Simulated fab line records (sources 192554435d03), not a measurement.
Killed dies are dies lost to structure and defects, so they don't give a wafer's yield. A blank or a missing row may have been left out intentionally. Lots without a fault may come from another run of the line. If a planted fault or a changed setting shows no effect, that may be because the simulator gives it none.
Code-filled problem report in 8D (eight disciplines) form / flow n5-finfet / the parts of the form that need people (team, actions taken, sign-off) are left out

1. THE PROBLEM
At N5_BEOL_M12_ETCH_59, h2-flow-sccm averages 220.2 sccm over 6 wafers from 2 lots, while fault-free wafers read 200.0 sccm, standard deviation 0.62. That is +33 standard deviations from the usual mean.
The step: etches BARC in N2/H2, target depth 89 nm, overetch 26.7 nm, time 67.9 s.
Seen first at day 14 18:02 on rie-diel-03, wafer L636.2. The record has a number at this step for 36 wafers belonging to 12 lots. By rule, "out" or "out of limits" means more than 4 standard deviations away from the usual mean. The other wafers with a number count as sound.

2. WHAT THIS IS AND IS NOT
question=which readings at this step | is=h2-flow-sccm | is not=drypump-motor-current-A, oes-product-au, rf-vpp-V, showerhead-plenum-p-Torr
question=which lots | is=L636, L638 | is not=L622, L624, L626, L627, L628, L629, L630, L632, L641, L642
question=which wafers of those lots | is=all that have a number | is not=-
question=read on which tools | is=rie-diel-03 | is not=rie-diel-04, rie-diel-05
question=when | is=from day 14 18:02 | is not=up to then (24 sound wafers); but 6 sound wafers of L641, L642 came after

3. WHAT RULES OUT EACH SUSPECT
Counting: a tool at a process step up to the reading stays a suspect if it ran every lot that is out and no sound lot after the first of them.
- rie-diel-03 at N5_BEOL_M12_ETCH_59 (etches BARC in N2/H2, target depth 89 nm, overetch 26.7 nm, time 67.9 s): kept. It ran every lot that is out, first L636 (day 14 18:02), and no sound lot after that; its last sound lot up to then is L632 (day 13 00:02). Its own readings are out on those wafers: h2-flow-sccm.
The count leaves rie-diel-03 at N5_BEOL_M12_ETCH_59.

4. THE CAUSE (what the simulator had put in)
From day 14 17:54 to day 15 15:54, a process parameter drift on rie-diel-03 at N5_BEOL_M12_ETCH_59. The setting h2-flow-sccm was moved by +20, starting from 200. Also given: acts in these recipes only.
After counting, this tool was the only one left.

5. THE EFFECT CHAIN, in route order
Each row: a reading whose mean over the struck wafers that have a number lies more than 3 standard deviations from the usual. Readings are gone through only where the record gives a usual standard deviation; hours: the median, over the lots, of the time from a lot's start at the first step in this table giving one to that lot's start at this step; sigmas: the change measured in usual standard deviations.
hours=0; step=N5_BEOL_M12_ETCH_59; reading=h2-flow-sccm; usual=200.0 sccm; on struck wafers=220.2; change=+20.2; sigmas=+33
hours=0; step=N5_BEOL_M12_ETCH_59; reading=throttle-valve-pct; usual=17.81 %; on struck wafers=18.43; change=+0.62; sigmas=+3.3
The process steps in it:
- N5_BEOL_M12_ETCH_59: etches BARC in N2/H2, target depth 89 nm, overetch 26.7 nm, time 67.9 s.

6. WHAT WOULD HAVE CAUGHT IT SOONER
In this record the first reading out of limits was taken at day 14 18:02, 0 hours after the fault began at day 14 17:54.
